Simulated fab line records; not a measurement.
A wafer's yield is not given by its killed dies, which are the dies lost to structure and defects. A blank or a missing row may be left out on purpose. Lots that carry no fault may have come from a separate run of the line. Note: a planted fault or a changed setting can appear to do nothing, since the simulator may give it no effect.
fab line records	flow n5Finfet
record lots=7	wafers=21
route steps=1938 shown BEOL_M8@1359 BEOL_M9@1405 BEOL_M10@1470 BEOL_M12@1602 BEOL_M14@1719
startH: hours from the record's first day to the start of the lot's first wafer shown	waitH: hours from the lot's prior step to this one	" same as the row above	L1.1+2: a single row standing in for several wafers	- no value present, or no start provided	* or withheld: withheld	< > ~ a bound
route shown NAME@n: a module of which the file shows steps, and the number in the route of the first	usual: mean and standard deviation over wafers with no fault	same: alike in all rows	chamber/n: place in a boat	sites: per-site readings	_std_site: how widely they spread, as a standard deviation	_edge_site: inner sites' mean taken away from outer sites' mean	radiusMm: how far each site lies from the wafer's centre	mask NAME#n: copy n	behind: the last tool/chamber to shape the wafer	hold: the reason the lot was held/the length of the hold in hours/how it ended	device: whichever transistor did not switch (one of n, p or np)	end of line: the same wafers' tests at the end of the route	a step with no rows: only its recipe	killed: dies that structure and defects cost at the first sort, which is not the same as the wafer's yield	map: dies across one wafer; x = killed, . = not, _ = none there
set.NAME: the setting as run; set.NAME@STEP: as run at that earlier step	model.NAME: the simulator's own value behind a step, which no gauge read
lots run with intentionally changed settings; tables by step, rows by wafer
## steps
# step N5_BEOL_M8_COAT_22
# recipe resist=CAR-EUV	spinRpm=1500	resistThkNm=30
lot.wafer	tool	chamber	startH	waitH	set.spinRpm	model.CAR-EUV_of_BEOL_M8_COAT_22.thkNm
L076.1+2+3	lithoTrack-05	0	-	-	1500	30
L078.4+5+6	lithoTrack-03	0	-	-	1500	30
L082.3+5	lithoTrack-05	0	-	-	1587	29
L082.6	"	0	"	"	1500	29.8
L085.2+3	lithoTrack-02	0	-	-	1500	30
L085.4	"	0	"	"	1599	29
L086.2	lithoTrack-05	0	-	-	1500	29.8
L086.5+6	"	0	"	"	1421	30.6
L089.1+2+4	lithoTrack-02	0	-	-	1500	30.2
L091.1+3+4	lithoTrack-03	0	-	-	1500	30
# step N5_BEOL_M8_EBR_24
# recipe solvent=PGMEA	ebrWidthMm=1.5
# step N5_BEOL_M8_SOFTBAKE_23
# recipe tempC=110	timeS=60	resist=CAR-EUV
# step N5_BEOL_M8_DESCUM_33
# recipe chemistry=O2	timeS=7	sourcePowerW=50	biasPowerW=20	pressureMtorr=20	rfFrequencyHz=2.712e+07	tempC=40	resist=CAR-EUV	o2FlowSccm=225
lot.wafer	tool	chamber	startH	waitH	set.spinRpm@BEOL_M8_COAT_22	model.CAR-EUV_of_BEOL_M8_COAT_22.thkNm
L076.1+2+3	rieDiel-02	3,1,0	214.51	1.3	1500	26
L078.4+5+6	rieDiel-06	0,3,2	227.79	0.0	1500	26
L082.3+5	rieDiel-06	2,0	240.54	0.0	1587	25
L082.6	"	2	"	"	1500	25.8
L085.2	rieDiel-02	1	267.18	0.0	1500	26.2
L085.3	"	3	"	"	1500	26
L085.4	"	2	"	"	1599	25.2
L086.2	rieDiel-05	1	275.03	0.0	1500	26
L086.5+6	"	1,0	"	"	1421	26.8
L089.1+2+4	rieDiel-06	1,0,3	296.98	0.0	1500	26.2
L091.1+3+4	rieDiel-02	3,1,2	308.78	0.0	1500	26
# step N5_BEOL_M9_HM_DEP_02
# recipe material=TiN	targetThkA=200	tempC=25	chamberPressurePa=0.49996
lot.wafer	tool	chamber	startH	waitH	set.targetThkA	model.TiN_of_BEOL_M9_HM_DEP_02.thkNm
L076.1+2	pvdSputter-02	-	219.78	1.6	200	20.6
L076.3	"	-	"	"	200	20.4
L078.4	pvdSputter-03	-	232.08	0.6	200	19.8
L078.5+6	"	-	"	"	200	20
L082.3+5+6	pvdSputter-01	-	245.13	0.9	200	20
L085.2	pvdSputter-02	-	272.60	1.4	220.4	22
L085.3	"	-	"	"	200	20
L085.4	"	-	"	"	200	19.8
L086.2+5	pvdSputter-01	-	280.74	1.1	200	20.2
L086.6	"	-	"	"	220	22
L089.1+2+4	pvdSputter-03	-	302.40	1.1	200	20.2
L091.1	pvdSputter-02	-	315.07	1.8	224.4	22.8
L091.3	"	-	"	"	200	20.2
L091.4	"	-	"	"	200	20.4
# step N5_BEOL_M9_COAT_60
# recipe resist=SiARC	tempC=220	timeS=60	spinRpm=1500	resistThkNm=30
lot.wafer	tool	chamber	startH	waitH	set.spinRpm	model.SiARC_of_BEOL_M9_COAT_60.thkNm
L076.1	lithoTrack-03	0	-	-	1586	29.2
L076.2+3	"	0	"	"	1500	30
L078.4+5	lithoTrack-03	0	-	-	1409	31
L078.6	"	0	"	"	1500	30
L082.3	lithoTrack-04	0	-	-	1500	30
L082.5+6	"	0	"	"	1410	30.8
L085.2+4	lithoTrack-04	0	-	-	1500	30
L085.3	"	0	"	"	1500	30.2
L086.2+6	lithoTrack-03	0	-	-	1597	29.2
L086.5	"	0	"	"	1500	30
L089.1	lithoTrack-01	0	-	-	1500	29.8
L089.2+4	"	0	"	"	1500	30
L091.1	lithoTrack-03	0	-	-	1404	31
L091.3	"	0	"	"	1404	30.8
L091.4	"	0	"	"	1500	30
# step N5_BEOL_M9_COAT_05
# recipe resist=CAR-ArF	spinRpm=1500	resistThkNm=90
# step N5_BEOL_M9_EBR_07
# recipe solvent=PGMEA	ebrWidthMm=1.5
# step N5_BEOL_M9_DESCUM_16
# recipe chemistry=O2	timeS=7.9	sourcePowerW=50	biasPowerW=20	pressureMtorr=20	rfFrequencyHz=2.712e+07	tempC=40	resist=CAR-ArF	o2FlowSccm=225
# step N5_BEOL_M9_ETCH_61
# recipe chemistry=CF4	target=SiARC	targetDepthA=390	maskMaterial=CAR-ArF	timeS=65	ionEnergyEv=80	pressureMtorr=40	sourceW=545	biasW=36	Ar_flow_sccm=100	cf4FlowSccm=100	ends=cleared
lot.wafer	tool	chamber	startH	waitH	set.spinRpm@BEOL_M9_COAT_60	model.CAR-ArF_of_BEOL_M9_COAT_05.thkNm	model.etch.depthNm
L076.1	rieDiel-03	3	221.12	0.0	1586	56	29.2
L076.2	"	2	"	"	1500	55.4	30.03
L076.3	"	0	"	"	1500	55.4	29.93
L078.4	rieDiel-03	3	233.22	0.0	1409	54.6	30.91
L078.5	"	2	"	"	1409	54.8	30.96
L078.6	"	0	"	"	1500	55.8	29.9
L082.3	rieDiel-01	0	246.08	0.0	1500	55.6	30.03
L082.5	"	0	"	"	1410	54.6	30.83
L082.6	"	3	"	"	1410	54.4	30.8
L085.2	rieDiel-03	0	273.44	0.0	1500	55.2	30.04
L085.3	"	1	"	"	1500	55.4	30.16
L085.4	"	2	"	"	1500	55.8	30.05
L086.2	rieDiel-04	1	281.35	0.0	1597	56	29.13
L086.5	"	0	"	"	1500	55.2	30.08
L086.6	"	3	"	"	1597	56	29.16
L089.1	rieDiel-01	3	303.01	0.0	1500	55.6	29.77
L089.2	"	1	"	"	1500	55.2	29.96
L089.4	"	0	"	"	1500	55.2	29.92
L091.1	rieDiel-01	1	315.69	0.0	1404	54	30.99
L091.3	"	0	"	"	1404	54.2	30.89
L091.4	"	2	"	"	1500	55.2	29.98
# step N5_BEOL_M9_ETCH_62
# recipe chemistry=N2/H2	target=SOC	targetDepthA=1100	overetchA=220	maskMaterial=SiARC	tempC=40	timeS=165	ionEnergyEv=200	pressureMtorr=30	sourceW=840	biasW=150	n2FlowSccm=200	h2FlowSccm=200
# step N5_BEOL_M9_STRIP_68
# recipe chemistry=N2/H2	tempC=40	n2FlowSccm=200	h2FlowSccm=200	rfFrequencyHz=6e+07
# step N5_BEOL_M9_STRIP_67
# recipe chemistry=CF4	resist=SiARC	powerW=300	biasPowerW=75	pressureMtorr=50	cf4FlowSccm=150	rfFrequencyHz=6e+07
# step N5_BEOL_M9_HM_OPEN_17
# recipe chemistry=Cl2/BCl3	targetDepthA=200	overetchA=60	target=TiN	maskMaterial=SOC	ionEnergyEv=150	pressureMtorr=10	icpW=1000	biasW=126	Cl2_flow_sccm=53.25	bcl3FlowSccm=21.75	Ar_flow_sccm=25
lot.wafer	tool	chamber	startH	waitH	set.targetThkA@BEOL_M9_HM_DEP_02	model.etch.depthNm
L076.1	rieMetal-02	1	221.36	0.0	200	20.54
L076.2	"	1	"	"	200	20.52
L076.3	"	1	"	"	200	20.4
L078.4	rieMetal-02	0	233.46	0.1	200	19.87
L078.5	"	1	"	"	200	20.08
L078.6	"	0	"	"	200	20.02
L082.3	rieMetal-03	0	246.35	0.1	200	20
L082.5	"	1	"	"	200	19.95
L082.6	"	0	"	"	200	20.05
L085.2	rieMetal-02	0	273.67	0.0	220.4	22
L085.3	"	1	"	"	200	19.92
L085.4	"	0	"	"	200	19.89
L086.2	rieMetal-01	0	281.59	0.0	200	20.12
L086.5	"	1	"	"	200	20.19
L086.6	"	0	"	"	220	21.94
L089.1	rieMetal-01	1	303.25	0.0	200	20.2
L089.2	"	0	"	"	200	20.23
L089.4	"	0	"	"	200	20.11
L091.1	rieMetal-03	1	315.92	0.0	224.4	22.89
L091.3	"	0	"	"	200	20.13
L091.4	"	1	"	"	200	20.48
# step N5_BEOL_M10_ILD_DEP_00
# recipe material=SiCOH_lowk	targetThkA=3085.1	tempC=300	precursor=DEMS/porogen	pressureTorr=5	rfW=500	timeS=58
lot.wafer	tool	chamber	startH	waitH	set.timeS	model.SiCOH_lowk_of_BEOL_M10_ILD_DEP_00.thkNm
L076.1	pecvd-02	1	226.52	0.0	51.73	269.8
L076.2	"	2	"	"	51.73	273.2
L076.3	"	0	"	"	51.73	271
L078.4	pecvd-02	1	237.64	0.1	58	308.8
L078.5	"	2	"	"	58	310.4
L078.6	"	0	"	"	65.99	353
L082.3	pecvd-02	0	251.69	0.1	50.17	269.6
L082.5	"	0	"	"	50.17	267.2
L082.6	"	2	"	"	50.17	268.2
L085.2	pecvd-01	1	279.65	0.0	58	303.2
L085.3	"	0	"	"	58	303.6
L085.4	"	0	"	"	58	309.4
L086.2	pecvd-02	2	287.66	0.0	58	305.8
L086.5	"	1	"	"	55.35	300.2
L086.6	"	0	"	"	58	312.2
L089.1	pecvd-02	0	309.74	0.0	58	305
L089.2	"	2	"	"	58	306.2
L089.4	"	2	"	"	58	308.4
L091.1	pecvd-02	0	321.18	0.0	54.83	287.6
L091.3	"	2	"	"	58	308.6
L091.4	"	2	"	"	54.83	294
# step N5_BEOL_M10_CURE_71
# recipe tempC=385	timeS=240	ambient=He/Ar	material=SiCOH_lowk
lot.wafer	tool	chamber	startH	waitH	set.timeS@BEOL_M10_ILD_DEP_00	model.SiCOH_lowk_of_BEOL_M10_ILD_DEP_00.thkNm
L076.1	uvCure-01	0	226.59	0.0	51.73	233.8
L076.2	"	0	"	"	51.73	236.8
L076.3	"	0	"	"	51.73	234.8
L078.4	uvCure-03	2	238.15	0.5	58	268.2
L078.5	"	2	"	"	58	269.6
L078.6	"	2	"	"	65.99	307.4
L082.3	uvCure-03	1	251.92	0.2	50.17	233.8
L082.5	"	1	"	"	50.17	231.6
L082.6	"	1	"	"	50.17	232.4
L085.2	uvCure-01	2	279.89	0.2	58	263.2
L085.3	"	2	"	"	58	263.6
L085.4	"	2	"	"	58	268.8
L086.2	uvCure-02	0	287.82	0.1	58	265.6
L086.5	"	0	"	"	55.35	260.6
L086.6	"	0	"	"	58	271.2
L089.1	uvCure-03	1	310.06	0.3	58	265
L089.2	"	1	"	"	58	266
L089.4	"	1	"	"	58	268
L091.1	uvCure-02	2	321.26	0.0	54.83	249.6
L091.3	"	2	"	"	58	268.2
L091.4	"	2	"	"	54.83	255.2
# step N5_BEOL_M10_THK_MEAS_01
# recipe reads=SiCOH_lowk_of_BEOL_M10_ILD_DEP_00
# usual M10_ILD_THK=268/3
lot.wafer	tool	chamber	startH	waitH	set.timeS@BEOL_M10_ILD_DEP_00	M10_ILD_THK[nm]
L076.1	filmMetro-01	-	227.11	0.4	51.73	234
L076.2	"	-	"	"	51.73	237
L076.3	"	-	"	"	51.73	235
L078.4	filmMetro-01	-	238.42	0.2	58	268
L078.5	"	-	"	"	58	270
L078.6	"	-	"	"	65.99	307
L082.3	filmMetro-01	-	252.28	0.3	50.17	234
L082.5	"	-	"	"	50.17	232
L082.6	"	-	"	"	50.17	232
L085.2	filmMetro-01	-	280.72	0.7	58	263
L085.3	"	-	"	"	58	264
L085.4	"	-	"	"	58	269
L086.2	filmMetro-01	-	288.25	0.4	58	266
L086.5	"	-	"	"	55.35	261
L086.6	"	-	"	"	58	271
L089.1	filmMetro-01	-	310.57	0.4	58	265
L089.2	"	-	"	"	58	266
L089.4	"	-	"	"	58	268
L091.1	filmMetro-01	-	321.77	0.4	54.83	249
L091.3	"	-	"	"	58	268
L091.4	"	-	"	"	54.83	255
# step N5_BEOL_M12_ILD_DEP_00
# recipe material=SiOC	targetThkA=6589.2	tempC=350	precursor=DEMS/O2	pressureTorr=5	rfW=500	timeS=130.7
lot.wafer	tool	chamber	startH	waitH	set.timeS	model.SiOC_of_BEOL_M12_ILD_DEP_00.thkNm
L076.1	pecvd-02	2	241.69	0.0	130.7	646.6
L076.2	"	0	"	"	130.7	658.8
L076.3	"	1	"	"	147.7	738.6
L078.4	pecvd-04	0	251.99	0.1	130.7	676.6
L078.5	"	1	"	"	130.7	670.8
L078.6	"	2	"	"	130.7	671
L082.3	pecvd-04	2	266.03	0.0	146.9	733.4
L082.5	"	0	"	"	130.7	671.8
L082.6	"	2	"	"	130.7	662.8
L085.2	pecvd-01	2	293.22	0.0	130.7	655.6
L085.3	"	0	"	"	147.1	729
L085.4	"	2	"	"	147.1	752.4
L086.2	pecvd-04	1	303.55	0.0	130.7	648
L086.5	"	2	"	"	121.6	624.6
L086.6	"	1	"	"	130.7	666.4
L089.1	pecvd-04	0	326.44	0.0	130.7	660.8
L089.2	"	2	"	"	130.7	656.8
L089.4	"	2	"	"	130.7	663.4
L091.1	pecvd-01	0	334.40	0.0	118.7	598.6
L091.3	"	2	"	"	118.7	604.2
L091.4	"	0	"	"	130.7	665.2
# step N5_BEOL_M12_THK_MEAS_01
# recipe reads=SiOC_of_BEOL_M12_ILD_DEP_00
# usual M12_ILD_THK=661/8.5
lot.wafer	tool	chamber	startH	waitH	set.timeS@BEOL_M12_ILD_DEP_00	M12_ILD_THK[nm]
L076.1	filmMetro-01	-	241.82	0.1	130.7	646
L076.2	"	-	"	"	130.7	658
L076.3	"	-	"	"	147.7	739
L078.4	filmMetro-01	-	252.08	0.0	130.7	677
L078.5	"	-	"	"	130.7	671
L078.6	"	-	"	"	130.7	672
L082.3	filmMetro-01	-	266.16	0.1	146.9	733
L082.5	"	-	"	"	130.7	671
L082.6	"	-	"	"	130.7	663
L085.2	filmMetro-01	-	293.35	0.1	130.7	656
L085.3	"	-	"	"	147.1	728
L085.4	"	-	"	"	147.1	752
L086.2	filmMetro-01	-	303.69	0.1	130.7	648
L086.5	"	-	"	"	121.6	625
L086.6	"	-	"	"	130.7	666
L089.1	filmMetro-02	-	326.58	0.1	130.7	661
L089.2	"	-	"	"	130.7	657
L089.4	"	-	"	"	130.7	663
L091.1	filmMetro-01	-	334.53	0.1	118.7	598
L091.3	"	-	"	"	118.7	605
L091.4	"	-	"	"	130.7	665
# step N5_BEOL_M12_COAT_58
# recipe resist=BARC	tempC=205	timeS=60	spinRpm=1500	resistThkNm=89
# step N5_BEOL_M12_COAT_04
# recipe spinRpm=1625	resistThkNm=400
# step N5_BEOL_M12_DESCUM_15
# recipe chemistry=O2	timeS=7.9	sourcePowerW=50	biasPowerW=20	pressureMtorr=20	rfFrequencyHz=2.712e+07	tempC=40	o2FlowSccm=225
# step N5_BEOL_M12_ETCH_59
# recipe chemistry=N2/H2	target=BARC	targetDepthA=890	overetchA=267	timeS=67.9	ionEnergyEv=200	pressureMtorr=30	sourceW=840	biasW=150	n2FlowSccm=200	h2FlowSccm=200
# step N5_BEOL_M12_VIA_ETCH_16
# recipe chemistry=C4F8/O2/Ar	target=SiOC	pressureMtorr=30	sourceW=3000	biasW=700	Ar_flow_sccm=400	C4F8_flow_sccm=15	O2_flow_sccm=8	heInnerTorr=15	heOuterTorr=30	targetDepthA=7248	timeS=withheld	ionEnergyEv=250	ends=cleared
lot.wafer	tool	chamber	startH	waitH	set.timeS@BEOL_M12_ILD_DEP_00	model.etch.depthNm	model.coat_of_BEOL_M12_COAT_04.thkNm
L076.1	rieDiel-05	1	242.48	0.0	*	646.7	127.6
L076.2	"	2	"	"	*	658.7	127
L076.3	"	3	"	"	*	738.7	101.4
L078.4	rieDiel-02	3	252.55	0.0	*	676.6	116.8
L078.5	"	0	"	"	*	670.8	117.4
L078.6	"	3	"	"	*	671.1	119.2
L082.3	rieDiel-06	0	266.76	0.0	*	733.3	99.8
L082.5	"	1	"	"	*	671.7	115
L082.6	"	0	"	"	*	662.7	120.2
L085.2	rieDiel-06	0	293.83	0.0	*	655.5	121
L085.3	"	3	"	"	*	729.1	104
L085.4	"	3	"	"	*	752.4	96
L086.2	rieDiel-02	0	304.16	0.0	*	647.9	125.4
L086.5	"	3	"	"	*	624.7	132.4
L086.6	"	2	"	"	*	666.4	122.4
L089.1	rieDiel-02	3	327.07	0.0	*	660.7	122.2
L089.2	"	1	"	"	*	656.7	123.2
L089.4	"	2	"	"	*	663.3	123.6
L091.1	rieDiel-06	2	335.13	0.0	*	598.6	137.6
L091.3	"	0	"	"	*	604.1	136.8
L091.4	"	3	"	"	*	665.1	118.2
# step N5_BEOL_M12_STRIP_63
# recipe chemistry=N2/H2	powerW=1000	tempC=250	h2Frac=0.65	overashFraction=0.3	pressureMtorr=1000	n2FlowSccm=1750	h2FlowSccm=3250
# usual stripTimeToEndpointS=42.2/0.99
lot.wafer	tool	chamber	startH	waitH	set.timeS@BEOL_M12_ILD_DEP_00	stripTimeToEndpointS
L076.1	plasmaAsher-01	1	242.68	-	130.7	43.7
L076.2	"	0	"	"	130.7	43.6
L076.3	"	1	"	"	147.7	36.6
L078.4	plasmaAsher-02	1	252.77	-	130.7	40.8
L078.5	"	0	"	"	130.7	41.0
L078.6	"	1	"	"	130.7	41.4
L082.3	plasmaAsher-02	1	266.98	-	146.9	36.2
L082.5	"	0	"	"	130.7	40.3
L082.6	"	1	"	"	130.7	41.7
L085.2	plasmaAsher-01	0	294.03	-	130.7	41.9
L085.3	"	1	"	"	147.1	37.3
L085.4	"	0	"	"	147.1	35.1
L086.2	plasmaAsher-01	1	304.36	-	130.7	43.1
L086.5	"	1	"	"	121.6	45.0
L086.6	"	0	"	"	130.7	42.3
L089.1	plasmaAsher-01	0	327.27	-	130.7	42.3
L089.2	"	1	"	"	130.7	42.5
L089.4	"	0	"	"	130.7	42.7
L091.1	plasmaAsher-02	1	335.33	-	118.7	46.4
L091.3	"	0	"	"	118.7	46.2
L091.4	"	1	"	"	130.7	41.2
# step N5_BEOL_M12_STRIP_64
# recipe chemistry=N2/H2	powerW=1000	tempC=250	h2Frac=0.65	overashFraction=0.3	pressureMtorr=withheld	n2FlowSccm=1750	h2FlowSccm=3250
# step N5_BEOL_M12_STRIP_71
# recipe chemistry=postEtchResidueRemover	timeS=60	tempC=25	removerPh=withheld	removerWaterWtPct=withheld	removerFluorideWtPct=withheld
# step N5_BEOL_M12_STRIP_37
# recipe chemistry=N2/H2	powerW=1000	tempC=250	h2Frac=0.65	overashFraction=0.3	pressureMtorr=withheld	n2FlowSccm=1750	h2FlowSccm=3250
# step N5_BEOL_M12_ETCH_38
# recipe chemistry=CF4/N2	target=SiCN	targetDepthA=687	taperDeg=2	timeS=73.4	ionEnergyEv=150	maskMaterial=SiO2	pressureMtorr=40	sourceW=430	biasW=70	Ar_flow_sccm=100	cf4FlowSccm=60	n2FlowSccm=60
lot.wafer	tool	chamber	startH	waitH	set.timeS@BEOL_M12_ILD_DEP_00	model.SiOC_of_BEOL_M12_ILD_DEP_00.thkNm
L076.1	rieDiel-06	0	244.39	-	130.7	595.8
L076.2	"	1	"	"	130.7	607.4
L076.3	"	2	"	"	147.7	689.4
L078.4	rieDiel-05	0	255.79	-	130.7	630
L078.5	"	1	"	"	130.7	621.8
L078.6	"	0	"	"	130.7	624.4
L082.3	rieDiel-02	3	268.66	-	146.9	683.8
L082.5	"	0	"	"	130.7	621
L082.6	"	1	"	"	130.7	613.4
L085.2	rieDiel-05	0	298.18	-	130.7	608.6
L085.3	"	1	"	"	147.1	680.8
L085.4	"	2	"	"	147.1	705
L086.2	rieDiel-02	2	307.82	-	130.7	599
L086.5	"	0	"	"	121.6	574.2
L086.6	"	1	"	"	130.7	616.2
L089.1	rieDiel-02	3	329.72	-	130.7	612
L089.2	"	0	"	"	130.7	606.8
L089.4	"	2	"	"	130.7	615
L091.1	rieDiel-05	0	337.46	-	118.7	552
L091.3	"	1	"	"	118.7	555.6
L091.4	"	0	"	"	130.7	618.6
# step N5_BEOL_M12_SPUTTER_44
# recipe material=Ta	targetThkA=100	tempC=50	biasV=80	powerW=15000	chamberPressurePa=0.07	timeS=16.13
lot.wafer	tool	chamber	startH	waitH	set.timeS	model.Ta_of_BEOL_M12_SPUTTER_44.thkNm
L076.1+2	pvdSputter-01	-	245.39	0.0	16.13	10
L076.3	"	-	"	"	17.57	10.8
L078.4	pvdSputter-02	-	258.48	0.0	14.66	9
L078.5	"	-	"	"	16.13	10
L078.6	"	-	"	"	16.13	10.2
L082.3+5	pvdSputter-03	-	269.41	0.0	16.13	10
L082.6	"	-	"	"	16.13	9.8
L085.2	pvdSputter-02	-	298.83	0.0	13.93	8.8
L085.3+4	"	-	"	"	16.13	10
L086.2+6	pvdSputter-02	-	308.39	0.0	16.13	10.2
L086.5	"	-	"	"	16.13	10
L089.1+2+4	pvdSputter-02	-	330.71	0.0	16.13	10
L091.1+3+4	pvdSputter-01	-	337.97	0.0	16.13	10
# step N5_BEOL_M14_COAT_04
# recipe spinRpm=1704	resistThkNm=800
lot.wafer	tool	chamber	startH	waitH	set.spinRpm	model.coat_of_BEOL_M14_COAT_04.thkNm
L076.1	lithoTrack-04	0	-	-	1704	801.4
L076.2	"	0	"	"	1704	802
L076.3	"	0	"	"	1704	801.2
L078.4	lithoTrack-03	0	-	-	1631	817
L078.5	"	0	"	"	1704	800.6
L078.6	"	0	"	"	1704	797.8
L082.3	lithoTrack-03	0	-	-	1704	800.2
L082.5	"	0	"	"	1704	802
L082.6	"	0	"	"	1704	799.8
L085.2	lithoTrack-04	0	-	-	1704	798.4
L085.3	"	0	"	"	1704	798.6
L085.4	"	0	"	"	1633	815
L086.2	lithoTrack-04	0	-	-	1863	762.2
L086.5	"	0	"	"	1863	763
L086.6	"	0	"	"	1704	793.8
L089.1+4	lithoTrack-04	0	-	-	1704	802
L089.2	"	0	"	"	1704	801
L091.1	lithoTrack-03	0	-	-	1704	804.2
L091.3	"	0	"	"	1770	785.8
L091.4	"	0	"	"	1704	801.2
## key
split step=N5_BEOL_M8_COAT_22	setting=spinRpm	stated=1500	by=wafer
response step=N5_BEOL_M8_COAT_22	reading=model.CAR-EUV_of_BEOL_M8_COAT_22.thkNm	change=-0.147	per=1%	r=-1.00
response step=N5_BEOL_M8_DESCUM_33	reading=model.CAR-EUV_of_BEOL_M8_COAT_22.thkNm	change=-0.141	per=1%	r=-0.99
split step=N5_BEOL_M9_HM_DEP_02	setting=targetThkA	stated=200	by=wafer
response step=N5_BEOL_M9_HM_DEP_02	reading=model.TiN_of_BEOL_M9_HM_DEP_02.thkNm	change=+0.198	per=1%	r=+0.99
response step=N5_BEOL_M9_HM_OPEN_17	reading=model.etch.depthNm	change=+0.2	per=1%	r=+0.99
split step=N5_BEOL_M9_COAT_60	setting=spinRpm	stated=1500	by=wafer
response step=N5_BEOL_M9_COAT_60	reading=model.SiARC_of_BEOL_M9_COAT_60.thkNm	change=-0.14	per=1%	r=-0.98
response step=N5_BEOL_M9_ETCH_61	reading=model.CAR-ArF_of_BEOL_M9_COAT_05.thkNm	change=+0.153	per=1%	r=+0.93
response step=N5_BEOL_M9_ETCH_61	reading=model.etch.depthNm	change=-0.147	per=1%	r=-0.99
split step=N5_BEOL_M10_ILD_DEP_00	setting=timeS	stated=58	by=wafer
response step=N5_BEOL_M10_ILD_DEP_00	reading=model.SiCOH_lowk_of_BEOL_M10_ILD_DEP_00.thkNm	change=+3.06	per=1%	r=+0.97
response step=N5_BEOL_M10_CURE_71	reading=model.SiCOH_lowk_of_BEOL_M10_ILD_DEP_00.thkNm	change=+2.71	per=1%	r=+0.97
response step=N5_BEOL_M10_THK_MEAS_01	reading=M10_ILD_THK	change=+2.71	per=1%	r=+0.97
split step=N5_BEOL_M12_ILD_DEP_00	setting=timeS	stated=130.7	by=wafer
response step=N5_BEOL_M12_ILD_DEP_00	reading=model.SiOC_of_BEOL_M12_ILD_DEP_00.thkNm	change=+6.23	per=1%	r=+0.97
response step=N5_BEOL_M12_THK_MEAS_01	reading=M12_ILD_THK	change=+6.24	per=1%	r=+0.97
response step=N5_BEOL_M12_VIA_ETCH_16	reading=model.etch.depthNm	change=+6.23	per=1%	r=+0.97
response step=N5_BEOL_M12_VIA_ETCH_16	reading=model.coat_of_BEOL_M12_COAT_04.thkNm	change=-1.72	per=1%	r=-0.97
response step=N5_BEOL_M12_STRIP_63	reading=stripTimeToEndpointS	change=*	per=1%	r=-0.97
response step=N5_BEOL_M12_ETCH_38	reading=model.SiOC_of_BEOL_M12_ILD_DEP_00.thkNm	change=+6.28	per=1%	r=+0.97
split step=N5_BEOL_M12_SPUTTER_44	setting=timeS	stated=16.13	by=wafer
response step=N5_BEOL_M12_SPUTTER_44	reading=model.Ta_of_BEOL_M12_SPUTTER_44.thkNm	change=+0.0961	per=1%	r=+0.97
split step=N5_BEOL_M14_COAT_04	setting=spinRpm	stated=1704	by=wafer
response step=N5_BEOL_M14_COAT_04	reading=model.coat_of_BEOL_M14_COAT_04.thkNm	change=-3.64	per=1%	r=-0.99
